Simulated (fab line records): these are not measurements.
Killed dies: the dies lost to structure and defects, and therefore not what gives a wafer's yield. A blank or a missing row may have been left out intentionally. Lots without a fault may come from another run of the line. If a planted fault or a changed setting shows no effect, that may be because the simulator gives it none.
Shared-tool check | flow nandHarc | Sample size 12 lots and 36 wafers

== THE REASON FOR OPENING IT ==
At NHARC_P_ZERO_WELL_CD_MEAS_24 the reading cdNm is flagged on 1 of 12 lots. No-fault wafers: 721.4 nm, standard deviation 2.
Rule: a lot gets a flag if all its wafers with a number sit over 4 standard deviations from that mean, or if no wafer of it has a number. The rest of the lots are taken to be sound.

lot  | measured     | on       | cdNm (nm), wafer by wafer | flag
L894 | day 1 22:41  | cdSem-01 | 723.0 721.1 721.8         | 
L896 | day 2 18:20  | cdSem-03 | 721.7 721.4 723.5         | 
L897 | day 3 04:29  | cdSem-03 | 662.9 660.2 661.6         | FLAGGED
L898 | day 3 14:38  | cdSem-01 | 721.2 723.5 721.4         | 
L900 | day 4 10:29  | cdSem-02 | 718.6 723.4 723.0         | 
L902 | day 5 06:38  | cdSem-02 | 723.1 722.9 719.0         | 
L904 | day 6 02:38  | cdSem-03 | 717.3 718.2 721.0         | 
L906 | day 6 22:49  | cdSem-03 | 719.6 722.5 721.6         | 
L909 | day 8 04:39  | cdSem-01 | 719.2 722.0 723.2         | 
L910 | day 8 14:37  | cdSem-02 | 722.7 722.8 721.6         | 
L913 | day 9 20:42  | cdSem-02 | 719.8 722.1 719.9         | 
L917 | day 11 12:54 | cdSem-03 | 722.1 720.4 719.9         | 
The mean of the flagged lots' numbers is 661.6 nm, -59.8 nm from the usual (-30 standard deviations).

== WHICH TOOL EACH LOT WENT THROUGH ==
The record keeps 1 process step preceding the reading, out of 1302 steps on the route. Every cell lists first the tool, next ch and the chambers used by the sampled wafers, and last the start.
lot  | flag    | NHARC_P_ZERO_WELL_EXPOSE_21
L894 |         | krfScanner-01 ch 0, day 1 22:32
L896 |         | krfScanner-04 ch 0, day 2 18:11
L897 | FLAGGED | krfScanner-01 ch 0, day 3 04:20
L898 |         | krfScanner-04 ch 0, day 3 14:29
L900 |         | krfScanner-01 ch 0, day 4 10:20
L902 |         | krfScanner-04 ch 0, day 5 06:28
L904 |         | krfScanner-03 ch 0, day 6 02:29
L906 |         | krfScanner-04 ch 0, day 6 22:40
L909 |         | krfScanner-04 ch 0, day 8 04:30
L910 |         | krfScanner-03 ch 0, day 8 14:27
L913 |         | krfScanner-04 ch 0, day 9 20:32
L917 |         | krfScanner-04 ch 0, day 11 12:45
What these steps do:
- NHARC_P_ZERO_WELL_EXPOSE_21: exposes mask P NWELL, target cd 720 nm.
- NHARC_P_ZERO_WELL_CD_MEAS_24: target cd 720 nm.

== FLAGGED AGAINST TOTAL, ONE TOOL AT A TIME (gauges that did the reading follow at the end) ==
step                         | tool          | lots run | flagged | share of the flagged lots | sound lots run after its first flagged lot
NHARC_P_ZERO_WELL_EXPOSE_21  | krfScanner-01 | 3        | 1       | all                       | 1 (L900)
NHARC_P_ZERO_WELL_EXPOSE_21  | krfScanner-03 | 2        | 0       | none                      | -
NHARC_P_ZERO_WELL_EXPOSE_21  | krfScanner-04 | 7        | 0       | none                      | -
NHARC_P_ZERO_WELL_CD_MEAS_24 | cdSem-01      | 3        | 0       | none                      | -
NHARC_P_ZERO_WELL_CD_MEAS_24 | cdSem-02      | 4        | 0       | none                      | -
NHARC_P_ZERO_WELL_CD_MEAS_24 | cdSem-03      | 5        | 1       | all                       | 3 (L904,L906,L917)

== WHAT THE TABLE ALLOWS ==
In 2 table rows, all flagged lots were run: krfScanner-01 (NHARC_P_ZERO_WELL_EXPOSE_21), cdSem-03 (NHARC_P_ZERO_WELL_CD_MEAS_24).
- krfScanner-01 at NHARC_P_ZERO_WELL_EXPOSE_21: 1 of its 3 lots flagged. After the first flagged lot (L900), sound lots still ran on it; a lasting fault on the whole tool would not permit that.
- cdSem-03 at NHARC_P_ZERO_WELL_CD_MEAS_24: 1 of its 5 lots flagged. After the first flagged lot (L904, L906, L917), sound lots still ran on it; a lasting fault on the whole tool would not permit that.
None of the table's rows ran every flagged lot and, after the first, no sound lot.

== WHAT THE SIMULATOR HAD PUT IN ==
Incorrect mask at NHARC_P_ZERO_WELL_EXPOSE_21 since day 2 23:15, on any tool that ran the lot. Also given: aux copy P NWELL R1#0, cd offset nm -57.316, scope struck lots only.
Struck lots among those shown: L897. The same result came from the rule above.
